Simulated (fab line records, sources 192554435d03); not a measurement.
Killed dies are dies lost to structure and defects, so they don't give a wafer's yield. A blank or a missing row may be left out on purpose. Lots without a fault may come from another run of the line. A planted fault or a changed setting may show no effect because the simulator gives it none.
A struck lot beside a sound one | flow n5_finfet | 27 steps out of a route of 1938
Sound: wafers L393.2, L393.3, L393.6. Struck: wafers L407.1, L407.3, L407.5. The cause comes at the end.
At each step with rows: each side's tool, then ch and its chambers, then its first start. Under that, the readings that differ: sound wafers | struck wafers | difference of the means | sigmas: that difference in standard deviations of wafers without a fault.
alike: readings whose means differ by less than 2 such deviations, and words and numbers that are the same on both sides. not compared: withheld readings, readings that some wafer has no value for, bounds like >300 that may hide the same value, and numbers for which the record gives no deviation and whose values overlap.
The two part at a step that has a row with sigmas, a row that says differs or no value, or rows on one side only. Numbers that don't overlap but have no deviation are shown without sigmas and don't part them. A reading that every wafer of one side lacks parts them only if that side has two wafers or more.

first, 3 steps without rows for these wafers: N5_STI_FIN_REVEAL_ALD_14 (deposits Si3N4, target thk 3 nm); N5_STI_FIN_REVEAL_FCVD_FILL_01 (material SiO2 flowable, target thk 312 nm, time 512.2 s); N5_STI_FIN_REVEAL_DENSIFY_02 (time 1800 s).
N5_STI_FIN_REVEAL_CMP_04: polishes, stops on Si3N4, t overpolish 4 s, target thk 131.83 nm.
  sound on cmp-03 ch 1,3, day 3 10:06; struck on cmp-03 ch 0,2,3, day 6 22:41
  alike: motor_current_A, overpolish_run_s, time_to_endpoint_s
N5_STI_FIN_REVEAL_THK_MEAS_05:
  sound on film_metro-01, day 3 10:24; struck on film_metro-02, day 6 22:56
  alike: thk_nm
N5_STI_FIN_REVEAL_DENSIFY_30:
  sound on rtp_anneal-01 ch 0, day 3 10:41; struck on rtp_anneal-02 ch 0, day 6 22:58
  alike: lamp_power_pct, lamp_zone_4_pct
  not compared: wafer_temp_C_max
then, 1 step without rows for these wafers: N5_STI_FIN_REVEAL_ETCHBACK_08 (etches SiO2 in C4F6/O2, target depth 30.5 nm, time 10.167 s).
N5_STI_FIN_REVEAL_STRIP_24: strips in N2/H2, time 90 s.
  sound on rie_diel-03 ch 0,1,3, day 3 10:54; struck on rie_diel-03 ch 0,2,3, day 6 23:14
  alike: bias_power_w, drypump_motor_current_A, oes_product_au, rf_vpp_V, showerhead_plenum_p_Torr, throttle_valve_pct
  not compared: rf_hours_counter_h
then, 4 steps without rows for these wafers: N5_STI_FIN_REVEAL_PRECLEAN_25 (cleans in SPM, time 90 s); N5_STI_FIN_REVEAL_PRECLEAN_26 (cleans in SC1, time 45 s); N5_STI_FIN_REVEAL_PRECLEAN_29 (cleans in DHF, time 30 s); N5_STI_FIN_REVEAL_SRD_12 (time 30 s).
N5_STI_FIN_REVEAL_RECESS_09: chemistry HF/NH3, target SiO2, afs cycles 11, target depth 42.5 nm, sublimation time 60 s.
  sound on vapor_etch-01 ch 0,1, day 3 11:08; struck on vapor_etch-02 ch 0, day 6 23:28
  alike: drypump_motor_current_A
then, 2 steps without rows for these wafers: N5_STI_FIN_REVEAL_STRIP_16 (strips SiNx in H3PO4, target depth 23.8 nm); N5_STI_FIN_REVEAL_PRECLEAN_17 (cleans in NF3:NH3, afs cycles 1, time 20 s, sublimation time 60 s).
N5_STI_FIN_REVEAL_ETCH_34: etches Si in H2, material Si, target depth 0.97 nm.
  sound on rie_si-03 ch 1,2,3, day 3 13:13; struck on rie_si-05 ch 1,2,3, day 7 01:35
  alike: drypump_motor_current_A, oes_product_au, throttle_valve_pct
  not compared: rf_hours_counter_h
then, 4 steps without rows for these wafers: N5_STI_FIN_REVEAL_OXIDATION_31 (chemistry O2 PLASMA REMOTE, time 20 s); N5_STI_FIN_REVEAL_PRECLEAN_32 (cleans in NF3:NH3, afs cycles 1, time 20 s, sublimation time 60 s); N5_STI_FIN_REVEAL_STRIP_35 (strips Si3N4 in H3PO4, target depth 4 nm, time 39 s); N5_STI_FIN_REVEAL_SRD_21 (time 30 s).
N5_STI_FIN_REVEAL_OXIDATION_33: chemistry O2 PLASMA REMOTE, time 20 s.
  sound on plasma_asher-02 ch 0,1, day 3 13:38; struck on plasma_asher-02 ch 0,1, day 7 01:59
  alike: drypump_motor_current_A, heater_power_w
  not compared: rf_hours_counter_h
then, 2 steps without rows for these wafers: N5_STI_FIN_REVEAL_CLEAN_19 (cleans in O3/DIW, time 120 s); N5_STI_FIN_REVEAL_SRD_23 (time 30 s).
N5_STI_FIN_REVEAL_CD_MEAS_22: target cd 6.238 nm, pitch 28 nm.
  sound on cd_sem-01, day 3 13:48; struck on cd_sem-02, day 7 02:10
  alike: cd_nm
N5_STI_FIN_REVEAL_FIN_H_MEAS_10:
  sound on ocd-02, day 3 13:50; struck on ocd-01, day 7 02:11
  reading              | sound          | struck         | difference | sigmas
  trench_depth_nm (nm) | 52.2 52.0 51.5 | 49.2 48.9 47.8 | -3.3       | -4
then, 1 step without rows for these wafers: N5_STI_FIN_REVEAL_PRECLEAN_18 (cleans in SC2, time 45 s).
-- the record jumps here: 11 days lie between the struck wafers' starts before and after (it left off in module STI_FIN_REVEAL and takes up again in module PASSIVATION, whose first step shown is number 1936 of the route) --
N5_PASSIVATION_PROBE_49:
  sound on prober-01, day 15 17:50; struck on prober-02, day 18 00:17
  alike: killed_at_M0_to_M3, killed_at_M4_up, killed_at_contacts, killed_at_front_end, killed_at_other, killed_dies, killed_open, killed_short

WHERE THEY PART
Only at N5_STI_FIN_REVEAL_FIN_H_MEAS_10, within this record. Later steps at which nothing parts them and some readings are alike: N5_PASSIVATION_PROBE_49.

WHY: what the simulator had put in
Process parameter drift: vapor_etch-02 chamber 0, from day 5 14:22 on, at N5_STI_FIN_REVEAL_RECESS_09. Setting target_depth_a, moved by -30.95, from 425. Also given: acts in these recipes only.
